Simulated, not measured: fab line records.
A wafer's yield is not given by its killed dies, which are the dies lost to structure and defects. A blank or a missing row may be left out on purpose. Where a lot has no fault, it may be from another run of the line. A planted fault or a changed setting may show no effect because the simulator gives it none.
Matching of chambers -- flow n5 finfet -- pecvd-04 running N5_BEOL_M12_DEP_53: 3 sister chambers
The step deposits SiCN from 3MS/NH3, target thk 30 nm, time 10.5 s. 20 wafers are shown with their chamber, then 10 later ones without.

== WAFERS, EACH WITH ITS CHAMBER ==
wafer,chamber,throttle valve pct (%),showerhead plenum p Torr (Torr)
L075.2,1,20.5,4.184
L075.3,0,19.7,4.159
L075.4,0,20.1,4.153
L076.2,0,19.7,4.165
L076.4,0,19.7,4.166
L076.6,2,16.7,4.141
L079.4,2,16.8,4.145
L079.5,0,19.9,4.164
L079.6,1,20.6,4.172
L090.3,0,20.1,4.165
L090.4,1,20.9,4.173
L090.6,0,20.1,4.167
L087.1,0,20.1,4.158
L087.2,1,20.5,4.167
L087.6,1,20.6,4.178
L096.1,0,20.2,4.161
L096.2,2,16.7,4.148
L096.5,0,20.2,4.183
L092.1,2,17.0,4.144
L092.2,0,20.3,4.178

SIGNATURES (means of the wafers above)
reading,chamber 0,chamber 1,chamber 2,scatter within a chamber
throttle valve pct,20.009,20.620,16.800,0.197
showerhead plenum p Torr,4.16536,4.17480,4.14450,0.00741
Rule: for a wafer and a chamber, the distance is found by dividing, reading by reading, the gap between the wafer's reading and the chamber's mean by the reading's scatter, squaring, summing and taking the root. If the next closest chamber is less than 2 further off than the closest, the wafer can't be placed; otherwise it belongs to the closest. The scatter: take each reading less its chamber's mean, square it, sum over the shown wafers, divide by the number of wafers less the number of chambers, and take the root.

== WAFERS WHOSE CHAMBER IS MISSING ==
wafer,throttle valve pct (%),showerhead plenum p Torr (Torr)
L092.3,20.7,4.172
L092.4,20.1,4.165
L092.5,20.9,4.162
L092.6,17.0,4.140
L094.2,16.6,4.136
L094.3,20.7,4.178
L094.4,17.0,4.138
L093.2,20.3,4.159
L093.3,16.9,4.152
L093.6,20.6,4.173

== CHAMBER TAKEN BY EACH ==
wafer,from the rows above,in truth
L092.3,1,1
L092.4,0,0
L092.5,1,1
L092.6,2,2
L094.2,2,2
L094.3,1,1
L094.4,2,2
L093.2,can't be placed: 0 or 1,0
L093.3,2,2
L093.6,1,1
Placed correctly: 9 of 10. Can't be placed from these rows: 1 (the true chamber is among the candidates in 1). Placed wrongly: 0.
